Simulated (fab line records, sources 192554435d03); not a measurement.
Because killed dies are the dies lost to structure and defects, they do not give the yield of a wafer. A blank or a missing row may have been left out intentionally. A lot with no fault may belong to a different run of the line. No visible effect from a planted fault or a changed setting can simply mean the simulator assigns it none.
Which of the tools did it? -- flow n5Finfet -- 24 lots, 72 wafers sampled, at 6 steps of a route of 1938

## WHAT THE GAUGES SHOWED, per wafer
N5_BEOL_M4_INSPECT_13: inspects for defects (brightfield). Usual: 425 for rawDefectCount, sd 94.
lot,measured,on,rawDefectCount,flag
L074,day 7 10:14,defectInspect-01,420 367 398,
L075,day 7 14:13,defectInspect-01,614 508 386,
L077,day 8 03:31,defectInspect-01,484 589 635,
L076,day 8 03:51,defectInspect-01,337 441 504,
L078,day 8 23:49,defectInspect-02,501 336 525,
L079,day 9 01:26,defectInspect-01,395 431 463,
L081,day 9 10:16,defectInspect-01,426 456 450,
L082,day 9 15:38,defectInspect-02,296 257 401,
L080,day 9 15:56,defectInspect-01,367 288 369,
L083,day 10 06:38,defectInspect-01,347 401 465,
L084,day 10 11:12,defectInspect-02,567 612 648,
L085,day 10 13:06,defectInspect-02,577 384 452,
L086,day 10 10:23,defectInspect-02,288 378 376,
L087,day 10 20:39,defectInspect-01,550 476 489,
L088,day 10 20:29,defectInspect-01,459 344 351,
L089,day 11 05:47,defectInspect-02,520 333 347,
L090,day 11 13:40,defectInspect-01,288 340 367,
L092,day 11 23:28,defectInspect-02,536 613 515,
L091,day 12 05:58,defectInspect-01,369 356 354,
L093,day 12 10:53,defectInspect-01,454 441 511,
L094,day 12 15:30,defectInspect-01,481 484 483,
L095,day 13 03:52,defectInspect-01,419 472 534,
L096,day 13 07:11,defectInspect-02,266 517 319,
L097,day 13 21:47,defectInspect-01,443 244 348,

N5_BEOL_M4_CD_MEAS_28: target cd 26.2 nm, target cd y 24.1 nm. Usual: 26.21 nm for cdNm, sd 0.22.
lot,measured,on,cdNm (nm),flag
L074,day 7 11:06,cdSem-03,26.03 26.08 25.97,
L075,day 7 15:00,cdSem-01,26.81 26.36 26.33,
L077,day 8 04:26,cdSem-02,26.02 26.02 26.28,
L076,day 8 04:48,cdSem-01,26.18 26.07 26.32,
L078,day 9 01:18,cdSem-03,26.31 26.34 26.11,
L079,day 9 02:52,cdSem-03,26.17 26.31 26.24,
L081,day 9 11:11,cdSem-03,25.98 26.13 26.40,
L082,day 9 16:34,cdSem-03,25.75 25.88 26.08,
L080,day 9 16:46,cdSem-02,26.07 26.31 26.01,
L083,day 10 07:34,cdSem-02,25.83 26.55 26.24,
L084,day 10 12:02,cdSem-02,26.43 26.10 26.29,
L085,day 10 14:01,cdSem-03,26.40 26.04 26.41,
L086,day 10 11:23,cdSem-02,26.23 26.05 26.33,
L087,day 10 21:39,cdSem-02,26.45 26.45 26.40,
L088,day 10 21:24,cdSem-02,25.92 25.97 26.07,
L089,day 11 06:34,cdSem-01,26.35 25.85 26.34,
L090,day 11 14:40,cdSem-03,25.65 26.07 26.21,
L092,day 12 00:32,cdSem-01,26.02 26.13 26.32,
L091,day 12 06:58,cdSem-01,26.27 26.53 26.50,
L093,day 12 11:49,cdSem-03,26.62 26.03 26.04,
L094,day 12 17:17,cdSem-03,26.34 26.68 26.40,
L095,day 13 04:41,cdSem-03,26.43 26.26 26.45,
L096,day 13 08:13,cdSem-03,26.07 26.40 26.24,
L097,day 13 23:03,cdSem-01,26.49 26.32 26.26,

## WHICH TOOL RAN EACH LOT (tool, then ch and the chambers of the sampled wafers, then the start)
lot,N5_BEOL_M3_DESCUM_33,N5_BEOL_M3_TRENCH_ETCH_37,N5_BEOL_M3_ANNEAL_82,N5_BEOL_M3_ANNEAL_87
L074,"rieDiel-06 ch 2,3, day 6 21:02","rieDiel-06 ch 0,3, day 7 07:14 or earlier","pvdSputter-02, day 7 07:14","pvdSputter-02, day 7 07:27"
L075,"rieDiel-01 ch 0,1,2, day 7 07:59","rieDiel-01 ch 0,1,3, day 7 10:44 or earlier","pvdSputter-02, day 7 10:44","pvdSputter-02, day 7 10:57"
L077,"rieDiel-01 ch 0,3, day 7 11:28","rieDiel-01 ch 0,1,2, day 7 23:41 or earlier","pvdSputter-01, day 7 23:41","pvdSputter-01, day 7 23:54"
L076,"rieDiel-05 ch 1,3, day 7 15:15","rieDiel-06 ch 0,3, day 7 23:55 or earlier","pvdSputter-03, day 7 23:55","pvdSputter-03, day 8 00:08"
L078,"rieDiel-06 ch 0,2,3, day 8 09:20","rieDiel-01 ch 0,3, day 8 16:55 or earlier","pvdSputter-01, day 8 16:55","pvdSputter-01, day 8 17:08"
L079,"rieDiel-05 ch 0,2, day 8 11:43","rieDiel-01 ch 1,2, day 8 21:42 or earlier","pvdSputter-02, day 8 21:42","pvdSputter-02, day 8 21:55"
L081,"rieDiel-06 ch 0,3, day 9 01:08","rieDiel-06 ch 0,3, day 9 06:02 or earlier","pvdSputter-03, day 9 06:02","pvdSputter-03, day 9 06:15"
L082,"rieDiel-05 ch 0,1,3, day 9 07:32","rieDiel-05 ch 1,2,3, day 9 11:13 or earlier","pvdSputter-01, day 9 11:13","pvdSputter-01, day 9 11:26"
L080,"rieDiel-06 ch 1,2, day 9 07:35","rieDiel-06 ch 1,2,3, day 9 11:24 or earlier","pvdSputter-02, day 9 11:24","pvdSputter-02, day 9 11:37"
L083,"rieDiel-05 ch 1,2,3, day 9 14:43","rieDiel-01 ch 0,1,3, day 10 01:49 or earlier","pvdSputter-01, day 10 01:49","pvdSputter-01, day 10 02:02"
L084,"rieDiel-06 ch 0,3, day 9 17:12","rieDiel-01 ch 1,3, day 10 07:56 or earlier","pvdSputter-02, day 10 07:56","pvdSputter-02, day 10 08:10"
L085,"rieDiel-05 ch 1,3, day 9 17:28","rieDiel-05 ch 2,3, day 10 08:04 or earlier","pvdSputter-01, day 10 08:04","pvdSputter-01, day 10 08:17"
L086,"rieDiel-01 ch 0,2,3, day 9 22:12","rieDiel-01 ch 1,2,3, day 10 06:14 or earlier","pvdSputter-01, day 10 06:14","pvdSputter-01, day 10 06:27"
L087,"rieDiel-06 ch 0,3, day 10 04:49","rieDiel-01 ch 0,2, day 10 16:32 or earlier","pvdSputter-01, day 10 16:32","pvdSputter-01, day 10 16:45"
L088,"rieDiel-01 ch 1,3, day 10 08:42","rieDiel-05 ch 1,2,3, day 10 15:55 or earlier","pvdSputter-02, day 10 15:55","pvdSputter-02, day 10 16:08"
L089,"rieDiel-05 ch 0,2,3, day 10 16:16","rieDiel-06 ch 1,2,3, day 11 01:37 or earlier","pvdSputter-03, day 11 01:37","pvdSputter-03, day 11 01:50"
L090,"rieDiel-01 ch 0,2,3, day 11 05:22","rieDiel-01 ch 0,2,3, day 11 09:59 or earlier","pvdSputter-02, day 11 09:59","pvdSputter-02, day 11 10:13"
L092,"rieDiel-06 ch 0,1,3, day 11 13:15","rieDiel-01 ch 0,2,3, day 11 19:04 or earlier","pvdSputter-01, day 11 19:04","pvdSputter-01, day 11 19:17"
L091,"rieDiel-06 ch 2,3, day 11 18:43","rieDiel-06 ch 1,3, day 12 02:10 or earlier","pvdSputter-01, day 12 02:10","pvdSputter-01, day 12 02:23"
L093,"rieDiel-05 ch 0,3, day 11 19:58","rieDiel-01 ch 1,3, day 12 07:34 or earlier","pvdSputter-01, day 12 07:34","pvdSputter-01, day 12 07:47"
L094,"rieDiel-05 ch 1,3, day 12 05:05","rieDiel-05 ch 0,1,2, day 12 12:02 or earlier","pvdSputter-02, day 12 12:02","pvdSputter-02, day 12 12:17"
L095,"rieDiel-06 ch 0,1,3, day 12 19:44","rieDiel-06 ch 1,3, day 12 23:28 or earlier","pvdSputter-02, day 12 23:28","pvdSputter-02, day 12 23:41"
L096,"rieDiel-05 ch 0,1,3, day 12 22:37","rieDiel-01 ch 0,2,3, day 13 02:16 or earlier","pvdSputter-01, day 13 02:16","pvdSputter-01, day 13 02:29"
L097,"rieDiel-01 ch 0,1,2, day 13 06:40","rieDiel-06 ch 0,1,2, day 13 16:41 or earlier","pvdSputter-02, day 13 16:41","pvdSputter-02, day 13 16:54"
- N5_BEOL_M3_DESCUM_33: chemistry O2, time 7 s.
- N5_BEOL_M3_TRENCH_ETCH_37: etches SiOC in C4F6/O2, target depth 55.555 nm, time 29.2 s.
- N5_BEOL_M3_ANNEAL_82: time 240 s.
- N5_BEOL_M3_ANNEAL_87: time 240 s.

## AS READ BY THE TOOLS THEMSELVES (means over the sampled wafers that have a number; for cases with no such wafer, the mark the record gives instead)
N5_BEOL_M3_DESCUM_33. Usual: biasPowerW 20.01 W, standard deviation 0.054; drypumpMotorCurrentA 5.61 A, standard deviation 0.28; oesProductAu 0.77 a.u., standard deviation 0.079; rfVppV 243.6 V, standard deviation 1.1; showerheadPlenumPTorr 2.11 Torr, standard deviation 0.044; throttleValvePct 20.39 %, standard deviation 0.22.
lot,tool,biasPowerW (W),drypumpMotorCurrentA (A),oesProductAu (a.u.),rfVppV (V),showerheadPlenumPTorr (Torr),throttleValvePct (%),flag
L074,rieDiel-06,20.04,5.48,0.77,242.9,2.07,20.52,
L075,rieDiel-01,20.01,5.77,0.78,243.6,2.14,20.62,
L077,rieDiel-01,20.00,5.85,0.82,244.3,2.16,20.20,
L076,rieDiel-05,20.01,5.35,0.77,243.6,2.11,20.36,
L078,rieDiel-06,20.08,5.55,0.76,242.9,2.09,20.42,
L079,rieDiel-05,20.05,5.72,0.82,244.0,2.13,20.29,
L081,rieDiel-06,19.99,5.66,0.76,243.6,2.10,20.35,
L082,rieDiel-05,19.98,5.62,0.75,244.2,2.12,20.40,
L080,rieDiel-06,19.97,5.46,0.79,242.7,2.11,20.40,
L083,rieDiel-05,20.03,5.46,0.77,244.0,2.10,20.42,
L084,rieDiel-06,20.02,5.50,0.79,242.7,2.07,20.39,
L085,rieDiel-05,20.00,5.36,0.76,243.8,2.10,20.39,
L086,rieDiel-01,20.03,5.70,0.75,244.6,2.13,20.36,
L087,rieDiel-06,19.99,5.48,0.79,242.6,2.07,20.39,
L088,rieDiel-01,20.00,5.82,0.72,243.2,2.15,20.39,
L089,rieDiel-05,19.98,5.72,0.75,244.4,2.12,20.44,
L090,rieDiel-01,20.01,5.72,0.75,244.7,2.12,20.36,
L092,rieDiel-06,20.00,5.49,0.82,243.8,2.10,20.26,
L091,rieDiel-06,19.95,5.39,0.77,242.6,2.04,20.51,
L093,rieDiel-05,20.01,5.70,0.70,243.5,2.10,20.59,
L094,rieDiel-05,20.02,5.36,0.74,243.0,2.09,20.42,
L095,rieDiel-06,20.02,5.48,0.81,242.7,2.09,20.28,
L096,rieDiel-05,20.01,5.62,0.73,242.9,2.11,20.45,
L097,rieDiel-01,20.08,5.79,0.91,242.8,2.13,20.49,

N5_BEOL_M3_TRENCH_ETCH_37. Usual: drypumpMotorCurrentA 5.65 A, standard deviation 0.3; oesProductAu 0.77 a.u., standard deviation 0.086; rfVppV 665 V, standard deviation 10; showerheadPlenumPTorr 2.87 Torr, standard deviation 0.059; throttleValvePct 20.81 %, standard deviation 0.18.
lot,tool,drypumpMotorCurrentA (A),oesProductAu (a.u.),rfVppV (V),showerheadPlenumPTorr (Torr),throttleValvePct (%),flag
L074,rieDiel-06,5.49,0.82,658,2.84,20.84,
L075,rieDiel-01,5.92,0.79,670,2.91,20.79,
L077,rieDiel-01,5.78,0.76,665,2.87,20.86,
L076,rieDiel-06,5.48,0.81,658,2.83,20.85,
L078,rieDiel-01,5.85,0.80,670,2.92,20.63,
L079,rieDiel-01,5.49,0.68,667,2.85,20.93,
L081,rieDiel-06,5.66,0.75,658,2.89,20.89,
L082,rieDiel-05,5.46,0.78,672,2.85,20.80,
L080,rieDiel-06,5.39,0.83,654,2.84,20.81,
L083,rieDiel-01,5.92,0.76,668,2.90,20.82,
L084,rieDiel-01,5.82,0.71,676,2.92,20.80,
L085,rieDiel-05,5.55,0.79,672,2.86,20.94,
L086,rieDiel-01,5.65,0.70,672,2.88,20.87,
L087,rieDiel-01,5.83,0.80,659,2.85,20.76,
L088,rieDiel-05,5.44,0.77,674,2.85,20.82,
L089,rieDiel-06,5.37,0.81,654,2.84,20.83,
L090,rieDiel-01,5.70,0.75,666,2.87,20.73,
L092,rieDiel-01,5.71,0.74,667,2.87,20.74,
L091,rieDiel-06,5.27,0.84,656,2.81,20.79,
L093,rieDiel-01,5.82,0.80,676,2.91,20.70,
L094,rieDiel-05,5.62,0.78,677,2.89,20.76,
L095,rieDiel-06,5.27,0.86,658,2.86,20.70,
L096,rieDiel-01,5.71,0.84,666,2.86,20.67,
L097,rieDiel-06,5.56,0.76,657,2.89,20.87,

N5_BEOL_M3_ANNEAL_82. Usual: heaterPowerW 804 W, standard deviation 100; susceptorTempC 400.00 C, standard deviation 0.2.
lot,tool,heaterPowerW (W),susceptorTempC (C),flag
L074,pvdSputter-02,845,399.98,
L075,pvdSputter-02,832,399.95,
L077,pvdSputter-01,740,399.79,
L076,pvdSputter-03,828,399.79,
L078,pvdSputter-01,738,399.76,
L079,pvdSputter-02,900,400.05,
L081,pvdSputter-03,934,400.02,
L082,pvdSputter-01,732,400.03,
L080,pvdSputter-02,886,400.32,
L083,pvdSputter-01,741,399.88,
L084,pvdSputter-02,842,400.06,
L085,pvdSputter-01,745,400.00,
L086,pvdSputter-01,732,399.94,
L087,pvdSputter-01,738,400.11,
L088,pvdSputter-02,844,399.89,
L089,pvdSputter-03,891,399.96,
L090,pvdSputter-02,920,400.17,
L092,pvdSputter-01,735,400.02,
L091,pvdSputter-01,709,400.00,
L093,pvdSputter-01,745,399.97,
L094,pvdSputter-02,838,400.09,
L095,pvdSputter-02,904,400.02,
L096,pvdSputter-01,709,400.04,
L097,pvdSputter-02,821,399.91,

N5_BEOL_M3_ANNEAL_87. Usual: heaterPowerW 807 W, standard deviation 100; susceptorTempC 400.02 C, standard deviation 0.21.
lot,tool,heaterPowerW (W),susceptorTempC (C),flag
L074,pvdSputter-02,839,400.22,
L075,pvdSputter-02,835,400.26,
L077,pvdSputter-01,750,400.02,
L076,pvdSputter-03,826,400.07,
L078,pvdSputter-01,750,400.06,
L079,pvdSputter-02,904,399.71,
L081,pvdSputter-03,938,400.08,
L082,pvdSputter-01,714,400.03,
L080,pvdSputter-02,890,400.17,
L083,pvdSputter-01,736,400.14,
L084,pvdSputter-02,847,399.90,
L085,pvdSputter-01,755,399.96,
L086,pvdSputter-01,723,400.03,
L087,pvdSputter-01,742,400.10,
L088,pvdSputter-02,839,400.25,
L089,pvdSputter-03,878,400.06,
L090,pvdSputter-02,915,400.26,
L092,pvdSputter-01,728,399.86,
L091,pvdSputter-01,724,399.87,
L093,pvdSputter-01,746,399.91,
L094,pvdSputter-02,844,399.76,
L095,pvdSputter-02,901,399.96,
L096,pvdSputter-01,716,399.86,
L097,pvdSputter-02,812,399.98,

## THE ANSWER, worked out from the rows above alone
Rule: a lot counts as off when the mean over its wafers that have a number is more than 3 standard deviations away from the usual mean. A lot without any number at a reading at which 4 lots or more have one is off too. The other lots that the step has rows for count as sound. After the gauges, taken in route order, come the tools' own readings; for these a lot's mean is taken, as printed above. At the first step where some lot is off, the reading lying furthest off is the one used; lots without a number count as furthest.
Nothing can be told from this: no lot is off at any reading shown.

## WHAT THE SIMULATOR HAD PUT IN
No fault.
